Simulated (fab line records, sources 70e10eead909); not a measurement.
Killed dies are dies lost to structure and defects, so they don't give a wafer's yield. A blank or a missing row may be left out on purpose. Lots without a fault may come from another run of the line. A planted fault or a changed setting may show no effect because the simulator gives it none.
fab line records | flow nand_harc | part 2 of 2: steps 31 to 40 of 40
record lots=5 wafers=15 last_day=24
route steps=1159 shown A_BONDPAD@1093 HYBRID_BOND@1094 THIN_TSV@1101
lots that met no fault: from a run of the same line without faults
start_h: hours from the record's first day to the start of the lot's first wafer shown | wait_h: hours since the lot's step before | " the same as in the row above | L1.1+2: a row that stands for several wafers | - no value, or no start given | * or withheld: withheld | < > ~ a bound
route shown NAME@n: a module of which the file shows steps, and the number in the route of the first | usual: mean/standard deviation of fault-free wafers | same: alike in all rows | chamber/n: place in a boat | sites: the reading at each site | _std_site: their standard deviation | _edge_site: outer sites' mean less inner sites' | radius_mm: how far each site lies from the wafer's centre | mask NAME#n: copy n | behind: the tool/chamber that last shaped the wafer | hold: why the lot was held/for how many hours/how that ended | device: the transistor (n, p or np) that didn't switch | end of line: the same wafers' tests at the end of the route | a step without rows: its recipe alone | killed: dies lost to structure and defects at the first sort, not the wafer's yield | map: a wafer's dies, x killed, . not, _ none there
set.NAME: the setting as run; set.NAME@STEP: as run at that earlier step | model.NAME: the simulator's own value behind a step, which no gauge read
lots at some steps of the route; a table a step, a row a wafer
services: from which hour (start_h, from the record's first day; less than 0 if before it) a tool's chamber was out of use, for how many hours, and why
## steps
# step NHARC_THIN_TSV_STRIP_46
# recipe time_s=1200 temp_c=72.5 chemistry=post_etch_residue_remover
# columns lot.wafer tool chamber start_h wait_h
L078.1+3+4 wet_bench-08 7,1,2 433.70 0.3
L077.6+2+5 wet_bench-08 0,2,5 436.08 0.1
L085.2+3+5 wet_bench-10 2,6,7 523.90 0.3
L092.5+3+4 wet_bench-10 0,2,4 539.40 0.1
L095.2+6+1 wet_bench-10 0,2,4 545.19 0.3
# step NHARC_THIN_TSV_DEP_47
# recipe target_thk_a=2000 temp_c=withheld pressure_torr=6.5 rf_w=900 teos_flow_sccm=161.4 flow_sccm=2650 target_thk_nm=200 gas=O2 material=SiO2
# usual throttle_valve_pct=16.0/0.41
# columns lot.wafer tool chamber start_h wait_h throttle_valve_pct
L078.3 pecvd-02 1 434.15 - 15.9
L078.1 " 2 " " 15.7
L078.4 " 1 " " 15.7
L077.2 pecvd-02 2 436.66 - 15.4
L077.5 " 1 " " 15.6
L077.6 " 0 " " 16.7
L085.2 pecvd-01 1 524.35 - 15.4
L085.3 " 0 " " 16.7
L085.5 " 0 " " 16.3
L092.3 pecvd-02 1 539.93 - 15.6
L092.4 " 0 " " 16.4
L092.5 " 1 " " 15.7
L095.1 pecvd-01 1 545.68 - 15.5
L095.2 " 2 " " 16.1
L095.6 " 0 " " 16.5
# step NHARC_THIN_TSV_ETCHBACK_48
# recipe target_depth_a=10285 over_etch_frac=0.3 time_s=405.17 ion_energy_ev=250 c4f8_flow_sccm=withheld ar_flow_sccm=withheld rf_w=600 bias_w=300 chemistry=C4F8/Ar
# usual chamber_pressure_mTorr=24.999/0.021 oes_product_au=0.932/0.026 rf_vpp_V=547/3.2
# columns lot.wafer tool chamber start_h wait_h chamber_pressure_mTorr oes_product_au rf_hours_counter_h rf_vpp_V
L078.4 rie_diel-04 1 434.59 - 24.983 0.908 11 540
L078.1 " 2 " " 24.989 0.934 10 545
L078.3 " 3 " " 24.972 0.932 9 552
L077.2 rie_diel-04 0 437.05 - 25.044 0.923 12 551
L077.6 " 3 " " 25.002 0.931 - 552
L077.5 " 0 " " 24.960 0.932 - 551
L085.3 rie_diel-04 0 524.79 - 25.015 0.932 4 551
L085.2 " 2 " " 24.978 0.907 4 546
L085.5 " 3 " " 24.998 0.914 - 551
L092.4 rie_diel-04 3 540.24 - 24.994 0.919 4 552
L092.3 " 0 " " 25.056 0.931 6 550
L092.5 " 0 " " 24.979 0.931 - 550
L095.2 rie_diel-04 2 546.04 - 25.022 0.896 6 547
L095.1 " 1 " " 24.993 0.911 6 542
L095.6 " 2 " " 25.008 0.902 - 546
# step NHARC_THIN_TSV_STRIP_62
# recipe power_w=1500 temp_c=250 time_s=20 chemistry=N2/H2
# usual drypump_motor_current_A=5.7/0.31 heater_power_w=305/7.6
# columns lot.wafer tool chamber start_h wait_h drypump_motor_current_A heater_power_w rf_hours_counter_h
L078.1 plasma_asher-01 1 434.93 - 5.5 307 50
L078.3 " 0 " " 5.9 298 -
L078.4 " 1 " " 5.5 308 -
L077.2 plasma_asher-01 1 437.39 - 5.5 318 50
L077.5 " 0 " " 5.9 296 -
L077.6 " 1 " " 5.5 320 -
L085.2 plasma_asher-01 1 525.20 - 5.5 307 17
L085.3 " 1 " " 5.5 310 -
L085.5 " 0 " " 5.9 303 -
L092.4 plasma_asher-01 1 542.47 - 5.5 304 -
L092.3 " 0 " " 5.9 304 -
L092.5 " 1 " " 5.5 305 -
L095.1 plasma_asher-02 1 546.64 - 5.3 291 1
L095.2 " 0 " " 6.3 315 1
L095.6 " 0 " " 6.3 318 -
# step NHARC_THIN_TSV_DEGAS_49
# recipe temp_c=300 time_s=120
# usual heater_power_w=464/44
# columns lot.wafer tool chamber start_h wait_h heater_power_w
L078.4 pvd_sputter-01 - 435.09 0.1 517
L078.1 " - " " 424
L078.3 " - " " 490
L077.2 pvd_sputter-03 - 437.54 0.1 530
L077.6 " - " " 520
L077.5 " - " " 408
L085.2 pvd_sputter-03 - 525.37 0.1 424
L085.3 " - " " 416
L085.5 " - " " 527
L092.3 pvd_sputter-03 - 542.60 0.1 430
L092.4 " - " " 508
L092.5 " - " " 412
L095.1 pvd_sputter-03 - 546.83 0.2 419
L095.2 " - " " 513
L095.6 " - " " 416
# step NHARC_THIN_TSV_PRE_CLEAN_50
# recipe time_s=30 temp_c=280 gas=H2/He
# usual heater_power_w=411/40
# columns lot.wafer tool chamber start_h wait_h heater_power_w
L078.4 pvd_sputter-01 - - - 443
L078.3 " - " " 458
L078.1 " - " " 449
L077.2 pvd_sputter-03 - - - 458
L077.5 " - " " 371
L077.6 " - " " 347
L085.2 pvd_sputter-03 - - - 373
L085.3 " - " " 357
L085.5 " - " " 364
L092.3 pvd_sputter-03 - - - 371
L092.4 " - " " 370
L092.5 " - " " 378
L095.1 pvd_sputter-03 - - - 363
L095.2 " - " " 452
L095.6 " - " " 376
# step NHARC_THIN_TSV_PVD_19
# recipe target_thk_a=200 chamber_pressure_pa=5 material=TaN
# usual throttle_valve_pct=30.1/1.2
# columns lot.wafer tool chamber start_h wait_h throttle_valve_pct
L078.3 pvd_sputter-01 - - - 29.9
L078.4 " - " " 32.9
L078.1 " - " " 28.8
L077.2 pvd_sputter-03 - - - 29.1
L077.5 " - " " 29.0
L077.6 " - " " 29.0
L085.3 pvd_sputter-03 - - - 31.4
L085.2 " - " " 29.2
L085.5 " - " " 31.4
L092.3 pvd_sputter-03 - - - 28.9
L092.4 " - " " 28.9
L092.5 " - " " 28.8
L095.1 pvd_sputter-03 - - - 28.8
L095.2 " - " " 29.0
L095.6 " - " " 31.4
# step NHARC_THIN_TSV_PVD_51
# recipe target_thk_a=1000 chamber_pressure_pa=5 material=Cu
# usual throttle_valve_pct=30.0/1.1
# columns lot.wafer tool chamber start_h wait_h throttle_valve_pct
L078.4 pvd_sputter-01 - - - 30.1
L078.3 " - " " 32.6
L078.1 " - " " 28.8
L077.2 pvd_sputter-03 - - - 30.4
L077.6 " - " " 30.5
L077.5 " - " " 29.1
L085.2 pvd_sputter-03 - - - 28.7
L085.3 " - " " 31.3
L085.5 " - " " 29.0
L092.3 pvd_sputter-03 - - - 29.4
L092.4 " - " " 28.8
L092.5 " - " " 31.5
L095.1 pvd_sputter-03 - - - 31.3
L095.2 " - " " 31.3
L095.6 " - " " 28.6
# step NHARC_THIN_TSV_ECD_20
# recipe target_thk_a=20000 material=Cu
# columns lot.wafer tool chamber start_h wait_h
L078.1+3+4 ecd_cu-01 0,0,1 435.53 -
L077.2+6+5 ecd_cu-01 0,1,0 438.11 -
L085.2+3+5 ecd_cu-01 0,0,1 525.94 -
L092.4+3+5 ecd_cu-02 1,0,0 543.26 -
L095.1+2+6 ecd_cu-02 1,0,1 547.35 -
# step NHARC_THIN_TSV_ANNEAL_52
# recipe temp_c=225 time_s=90
# usual anneal_temp_c_max=226.13/0.26 wafer_temp_C_max=225.81/0.21
# columns lot.wafer tool chamber start_h wait_h anneal_temp_c_max wafer_temp_C_max
L078.1 rtp_anneal-02 0 436.26 0.6 226.55 225.61
L078.3 " 0 " " 226.22 226.01
L078.4 " 0 " " 226.00 225.25
L077.2 rtp_anneal-01 0 438.79 0.6 226.33 226.12
L077.5 " 0 " " 226.02 225.93
L077.6 " 0 " " 226.21 225.87
L085.2 rtp_anneal-02 0 526.62 0.6 226.33 226.28
L085.3 " 0 " " 225.93 225.84
L085.5 " 0 " " 226.52 226.41
L092.3 rtp_anneal-01 0 543.89 0.4 226.26 225.51
L092.4 " 0 " " 226.02 226.22
L092.5 " 0 " " 226.21 226.03
L095.1 rtp_anneal-02 0 548.07 0.6 226.13 225.65
L095.2 " 0 " " 226.41 226.05
L095.6 " 0 " " 226.50 225.62
## services
# columns tool chamber start_h hours kind
wafer_bonder-01 - 400.97 12.4 repair
grinder-01 - 404.93 1.2 repair
wet_bench-08 - 406.41 8.0 pm
pecvd-01 - 411.29 0.9 repair
litho_track-05 - 412.00 7.0 pm
pecvd-01 - 418.26 13.0 pm
cmp-01 - 418.53 2.0 repair
wet_bench-10 - 423.20 8.0 pm
furnace-07 - 427.81 7.8 repair
ecd_cu-01 - 448.00 8.0 pm
pvd_sputter-01 - 448.68 4.1 repair
grinder-01 - 455.78 0.5 repair
pvd_sputter-03 - 456.15 2.1 repair
plasma_asher-01 - 461.71 9.0 pm
rie_diel-04 - 465.90 9.0 pm
cmp-01 - 473.50 4.0 pm
rie_diel-04 3 478.24 14.8 repair
rie_si-01 - 481.00 9.0 pm
rie_diel-04 1 502.93 6.6 repair
rie_diel-04 - 506.15 1.2 repair
pvd_sputter-01 - 514.05 10.0 pm
pecvd-02 - 515.51 13.0 pm
rie_si-01 - 528.65 0.5 repair
litho_track-07 - 539.01 7.0 pm
